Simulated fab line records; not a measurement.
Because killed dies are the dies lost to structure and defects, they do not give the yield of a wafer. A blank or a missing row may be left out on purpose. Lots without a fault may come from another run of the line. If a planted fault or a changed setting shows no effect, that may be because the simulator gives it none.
Which tool was responsible?    flow nand_harc    30 wafers from 10 lots sampled at 5 of the route's 1302 steps

WHAT THE GAUGES READ, wafer by wafer
NHARC_END_SORT_01. Usual: killed_at_array 65, standard deviation 19; killed_at_other 0.9, standard deviation 1.1; killed_at_periphery 3.5, standard deviation 2.3; killed_dies 69, standard deviation 19; killed_open 3.2, standard deviation 1.8; killed_short 2.4, standard deviation 1.5.
lot   measured      on         killed_at_array  killed_at_other  killed_at_periphery  killed_dies  killed_open  killed_short  flag
L856  day 29 04:04  prober-02  58 568 561       1 1 1            1 1 2                60 570 564   1 2 2        3 6 1         OFF

EACH LOT AND THE TOOL THAT RAN IT (in order: tool; ch and the chambers of the sampled wafers; start)
lot   NHARC_A_CHANNEL_HOLE_D1_ETCH_39                NHARC_A_CHANNEL_HOLE_D1_ETCH_34     NHARC_A_CHANNEL_HOLE_D1_ETCH_33   NHARC_A_CHANNEL_HOLE_D1_ETCH_44
L847  rie_diel-08 ch 0,1, day 9 09:56 or earlier     rie_diel-08 ch 1,2,3, day 9 09:56   har_etch-02 ch 0,1, day 9 14:46   rie_diel-05 ch 2,3, day 9 15:25
L848  rie_diel-08 ch 1,2, day 10 01:10 or earlier    rie_diel-08 ch 0,2,3, day 10 01:10  har_etch-01 ch 0,1, day 10 05:55  rie_diel-08 ch 2,3, day 10 06:42
L852  rie_diel-08 ch 0,2,3, day 11 00:28 or earlier  rie_diel-08 ch 1,2, day 11 00:28    har_etch-02 ch 0,1, day 11 05:13  rie_diel-08 ch 0,1,2, day 11 05:58
L853  rie_diel-08 ch 1,3, day 11 21:35 or earlier    rie_diel-08 ch 1,2, day 11 21:35    har_etch-02 ch 0,1, day 12 02:21  rie_diel-08 ch 0,1,3, day 12 03:04
L854  rie_diel-08 ch 2,3, day 12 12:01 or earlier    rie_diel-08 ch 1,2, day 12 12:01    har_etch-02 ch 0,1, day 12 19:31  rie_diel-08 ch 0,2,3, day 12 20:13
L856  rie_diel-08 ch 0,2, day 12 23:22 or earlier    rie_diel-08 ch 0,2, day 12 23:22    har_etch-01 ch 0,1, day 13 04:07  rie_diel-08 ch 1,2,3, day 13 04:53
L865  rie_diel-08 ch 2,3, day 17 01:00 or earlier    rie_diel-08 ch 1,2,3, day 17 01:00  har_etch-01 ch 0, day 17 05:44    rie_diel-05 ch 1,2,3, day 17 06:28
L866  rie_diel-08 ch 0,1,3, day 17 06:34 or earlier  rie_diel-08 ch 0,2,3, day 17 06:34  har_etch-01 ch 0,1, day 17 14:07  rie_diel-08 ch 0,2,3, day 17 14:52
L867  rie_diel-12 ch 0,2, day 17 06:44 or earlier    rie_diel-12 ch 1,2,3, day 17 06:44  har_etch-02 ch 0,1, day 17 17:41  rie_diel-08 ch 0,1,3, day 17 18:26
L868  rie_diel-08 ch 1,2,3, day 17 22:46 or earlier  rie_diel-08 ch 0,1,3, day 17 22:46  har_etch-02 ch 0,1, day 18 03:29  rie_diel-08 ch 0,2,3, day 18 04:14
- NHARC_A_CHANNEL_HOLE_D1_ETCH_39: etches the open film in N2/H2, target depth 260 nm, time 325 s.
- NHARC_A_CHANNEL_HOLE_D1_ETCH_34: etches the open film in CF4/CHF3, target depth 154 nm, time 77 s.
- NHARC_A_CHANNEL_HOLE_D1_ETCH_33: etches the open film in C4F8/O2/Ar, time 90 s, target depth 400 nm.
- NHARC_A_CHANNEL_HOLE_D1_ETCH_44: etches the open film in CF4/O2, target depth 140 nm, overetch 14 nm, time 77 s.

AS READ BY THE TOOLS THEMSELVES (means over the sampled wafers that have a number; for cases with no such wafer, the mark the record gives instead)
NHARC_A_CHANNEL_HOLE_D1_ETCH_39. Usual: drypump_motor_current_A 5.7 A (standard deviation 0.38); oes_product_au 0.999 a.u. (standard deviation 0.0089); rf_fwd_power_W 399.2 W (standard deviation 1.2); rf_vpp_V 430.0 V (standard deviation 2.9); run_length_s 346.1 s (standard deviation 0.36); showerhead_plenum_p_Torr 2.02 Torr (standard deviation 0.1); throttle_valve_pct 14.170 % (standard deviation 0.01).
lot   tool         drypump_motor_current_A (A)  oes_product_au (a.u.)  rf_fwd_power_W (W)  rf_vpp_V (V)  run_length_s (s)  showerhead_plenum_p_Torr (Torr)  throttle_valve_pct (%)  flag
L847  rie_diel-08  5.9                          1.000                  398.7               429.8         346.1             1.99                             14.173                  
L848  rie_diel-08  5.7                          1.005                  399.4               430.4         346.2             2.02                             14.166                  
L852  rie_diel-08  5.4                          1.001                  400.7               430.8         346.1             2.05                             14.173                  
L853  rie_diel-08  6.0                          1.000                  398.3               426.4         346.0             1.90                             14.161                  
L854  rie_diel-08  5.4                          1.006                  399.0               429.7         346.2             2.02                             14.178                  
L856  rie_diel-08  5.2                          1.006                  399.3               433.4         346.4             2.14                             14.174                  
L865  rie_diel-08  5.5                          0.996                  398.5               429.8         346.2             2.02                             14.170                  
L866  rie_diel-08  5.7                          1.007                  398.5               428.8         346.0             1.99                             14.159                  
L867  rie_diel-12  5.8                          1.003                  399.3               430.9         345.8             2.03                             14.175                  
L868  rie_diel-08  5.8                          0.999                  398.1               428.6         345.8             1.96                             14.169                  

NHARC_A_CHANNEL_HOLE_D1_ETCH_34. Usual: cf4_flow_sccm 100.01 sccm, standard deviation 0.3; chf3_flow_sccm 30.01 sccm, standard deviation 0.093; drypump_motor_current_A 5.7 A, standard deviation 0.39; oes_product_au 0.949 a.u., standard deviation 0.021; rf_fwd_power_W 496.1 W, standard deviation 1.6; rf_vpp_V 370.1 V, standard deviation 2.6; run_length_s 98.1 s, standard deviation 0.41; showerhead_plenum_p_Torr 1.56 Torr, standard deviation 0.072; throttle_valve_pct 16.803 %, standard deviation 0.0086.
lot   tool         cf4_flow_sccm (sccm)  chf3_flow_sccm (sccm)  drypump_motor_current_A (A)  oes_product_au (a.u.)  rf_fwd_power_W (W)  rf_vpp_V (V)  run_length_s (s)  showerhead_plenum_p_Torr (Torr)  throttle_valve_pct (%)  flag
L847  rie_diel-08  100.06                30.04                  5.7                          0.957                  495.2               368.3         98.1              1.52                             16.799                  
L848  rie_diel-08  100.09                30.03                  5.4                          0.964                  495.0               370.5         98.0              1.58                             16.803                  
L852  rie_diel-08  100.16                30.07                  5.6                          0.969                  496.8               370.9         98.3              1.56                             16.807                  
L853  rie_diel-08  100.16                30.08                  5.6                          0.926                  494.5               370.1         98.1              1.56                             16.803                  
L854  rie_diel-08  99.58                 30.07                  5.9                          0.925                  497.9               368.4         97.9              1.52                             16.810                  
L856  rie_diel-08  100.11                29.93                  5.2                          0.929                  497.4               373.1         91.7              1.65                             16.810                  OFF
L865  rie_diel-08  99.93                 29.93                  5.7                          0.966                  495.7               367.7         97.9              1.51                             16.802                  
L866  rie_diel-08  100.09                29.94                  5.4                          0.963                  496.0               370.6         98.1              1.58                             16.808                  
L867  rie_diel-12  99.47                 30.06                  6.0                          0.956                  495.4               370.5         98.3              1.56                             16.801                  
L868  rie_diel-08  100.25                29.98                  5.7                          0.975                  496.5               369.0         98.0              1.53                             16.801                  

NHARC_A_CHANNEL_HOLE_D1_ETCH_33. Usual: drypump_motor_current_A 5.84 A, standard deviation 0.11; rf_fwd_power_W 1987 W, standard deviation 6.7; run_length_s 121.4 s, standard deviation 0.38; showerhead_plenum_p_Torr 3.65 Torr, standard deviation 0.13; throttle_valve_pct 27.619 %, standard deviation 0.0088.
lot   tool         drypump_motor_current_A (A)  rf_fwd_power_W (W)  run_length_s (s)  showerhead_plenum_p_Torr (Torr)  throttle_valve_pct (%)  flag
L847  har_etch-02  5.92                         1989                121.3             3.56                             27.615                  
L848  har_etch-01  5.73                         1985                121.7             3.75                             27.608                  
L852  har_etch-02  5.90                         1990                121.2             3.56                             27.617                  
L853  har_etch-02  5.90                         1985                121.4             3.55                             27.621                  
L854  har_etch-02  5.94                         1993                121.2             3.54                             27.631                  
L856  har_etch-01  5.74                         1982                121.5             3.73                             27.609                  
L865  har_etch-01  5.81                         1977                121.4             3.71                             27.623                  
L866  har_etch-01  5.70                         1988                121.7             3.69                             27.615                  
L867  har_etch-02  5.93                         1980                121.3             3.98                             27.618                  
L868  har_etch-02  5.94                         1987                121.2             3.97                             27.615                  

NHARC_A_CHANNEL_HOLE_D1_ETCH_44. Usual: cf4_flow_sccm 79.98 sccm, standard deviation 0.23; drypump_motor_current_A 5.7 A, standard deviation 0.38; oes_ar_750_au 1.000 a.u., standard deviation 0.0048; oes_product_au 0.999 a.u., standard deviation 0.0085; rf_fwd_power_W 297.7 W, standard deviation 1; rf_vpp_V 197.5 V, standard deviation 1.6; run_length_s 98.1 s, standard deviation 0.39; showerhead_plenum_p_Torr 1.32 Torr, standard deviation 0.064; throttle_valve_pct 13.396 %, standard deviation 0.0096.
lot   tool         cf4_flow_sccm (sccm)  drypump_motor_current_A (A)  oes_ar_750_au (a.u.)  oes_product_au (a.u.)  rf_fwd_power_W (W)  rf_vpp_V (V)  run_length_s (s)  showerhead_plenum_p_Torr (Torr)  throttle_valve_pct (%)  flag
L847  rie_diel-05  79.71                 5.5                          0.998                 0.998                  298.2               198.2         98.3              1.36                             13.402                  
L848  rie_diel-08  79.90                 5.5                          0.999                 1.011                  298.1               198.3         98.0              1.32                             13.402                  
L852  rie_diel-08  79.98                 5.6                          0.997                 0.997                  297.9               197.6         98.4              1.34                             13.396                  
L853  rie_diel-08  79.91                 5.7                          0.998                 0.994                  298.2               196.6         98.0              1.31                             13.396                  
L854  rie_diel-08  79.85                 5.4                          1.002                 1.001                  297.1               197.6         98.1              1.34                             13.400                  
L856  rie_diel-08  80.12                 5.8                          0.998                 1.000                  298.0               196.9         98.0              1.29                             13.403                  
L865  rie_diel-05  80.00                 5.7                          1.000                 0.986                  298.3               197.0         98.1              1.32                             13.399                  
L866  rie_diel-08  79.92                 5.4                          1.002                 0.999                  297.0               197.7         98.1              1.34                             13.401                  
L867  rie_diel-08  80.12                 5.7                          1.000                 1.007                  296.6               197.2         98.1              1.30                             13.394                  
L868  rie_diel-08  80.11                 5.4                          0.999                 0.999                  297.4               198.1         98.2              1.34                             13.391                  

THE ANSWER, worked out from the rows above alone
Rule: lot off if the mean of its wafers having a number is beyond 3 standard deviations from the usual mean. A lot without any number at a reading at which 4 lots or more have one is off too. Any other lot the step has rows for is counted as sound. First the gauges in route order, then the tools' own readings, where a lot's mean is used as printed above. The first step at which some lot is off is used, and at that step the reading that is off furthest; a lot without a number counts as furthest.
Off at NHARC_END_SORT_01 (killed_at_array): L856. Neither off nor sound, because the step has no rows for them: L847, L848, L852, L853, L854, L865, L866, L867, L868.
If a tool, at a process step before that reading, ran all the lots that are off and no sound lot after the first of them, it fits. The gauges at NHARC_END_SORT_01 aren't tried: what is off there is off at NHARC_A_CHANNEL_HOLE_D1_ETCH_34 too, on other tools, and a gauge's error can't cause that. With no start given for some of its lots, NHARC_A_CHANNEL_HOLE_D1_ETCH_39 uses the hours and lot order of NHARC_A_CHANNEL_HOLE_D1_ETCH_34. 2 tools fit, rie_diel-08 at NHARC_A_CHANNEL_HOLE_D1_ETCH_39 and NHARC_A_CHANNEL_HOLE_D1_ETCH_34 and NHARC_A_CHANNEL_HOLE_D1_ETCH_44 and har_etch-01 at NHARC_A_CHANNEL_HOLE_D1_ETCH_33, so this cannot tell which one it is.

WHAT THE SIMULATOR PUT IN
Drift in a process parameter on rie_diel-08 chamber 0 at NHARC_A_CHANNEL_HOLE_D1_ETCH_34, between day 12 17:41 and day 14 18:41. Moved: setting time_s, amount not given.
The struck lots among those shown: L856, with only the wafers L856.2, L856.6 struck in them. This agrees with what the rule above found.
